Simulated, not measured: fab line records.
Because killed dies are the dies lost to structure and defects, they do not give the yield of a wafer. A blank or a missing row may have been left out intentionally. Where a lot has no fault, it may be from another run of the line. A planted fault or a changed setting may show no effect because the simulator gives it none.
Which tool is to blame? :: flow nand harc :: 36 wafers sampled from 12 lots at 1 step of a route of 1302

WHAT EACH GAUGE READ, for each wafer
NHARC_A_CONTACT_CD_MEAS_08 targets a cd of 200 nm.
lot: L077
measured: day 22 21:01
on: cd sem-01
cd nm (nm): 200.1 199.4 199.6

lot: L076
measured: day 23 02:21
on: cd sem-02
cd nm (nm): 200.4 199.9 200.2

lot: L079
measured: day 24 06:11
on: cd sem-01
cd nm (nm): 200.8 201.3 201.8

lot: L081
measured: day 25 05:35
on: cd sem-01
cd nm (nm): 199.8 199.6 200.3

lot: L085
measured: day 26 13:39
on: cd sem-01
cd nm (nm): 200.2 200.5 200.3

lot: L082
measured: day 26 18:36
on: cd sem-02
cd nm (nm): 199.9 200.4 200.3

lot: L089
measured: day 27 19:34
on: cd sem-01
cd nm (nm): 200.9 200.3 200.1

lot: L087
measured: day 28 03:01
on: cd sem-02
cd nm (nm): 199.8 200.2 200.1

lot: L092
measured: day 29 14:37
on: cd sem-01
cd nm (nm): 199.7 199.3 199.7

lot: L091
measured: day 30 08:40
on: cd sem-02
cd nm (nm): 200.9 200.8 200.7

lot: L097
measured: day 31 02:06
on: cd sem-02
cd nm (nm): 200.0 200.7 199.7

lot: L096
measured: day 31 17:05
on: cd sem-01
cd nm (nm): 200.7 200.8 200.7

WHICH TOOL RAN EACH LOT (tool, then ch and the chambers of the sampled wafers, then the start)
There is no process step in the record ahead of these readings.

THE ANSWER, worked out from the rows above alone
Rule: what is usual is taken from the lots themselves. Put in order of their means at a reading, lots are off if they are a third of the lots or fewer, leave a main group of 4 or more, and stand apart from it by a gap of 3 or more times the standard deviation of the main group's means; of several such gaps the widest counts. Not used: any main group whose means are identical at the precision the tables above print for the reading. Also off: a lot with no number at a reading for which 4 or more lots have one. Any other lot the step has rows for is counted as sound.
Nothing can be told from this: no lot is off at any reading shown.

WHAT HAD BEEN PUT IN BY THE SIMULATOR
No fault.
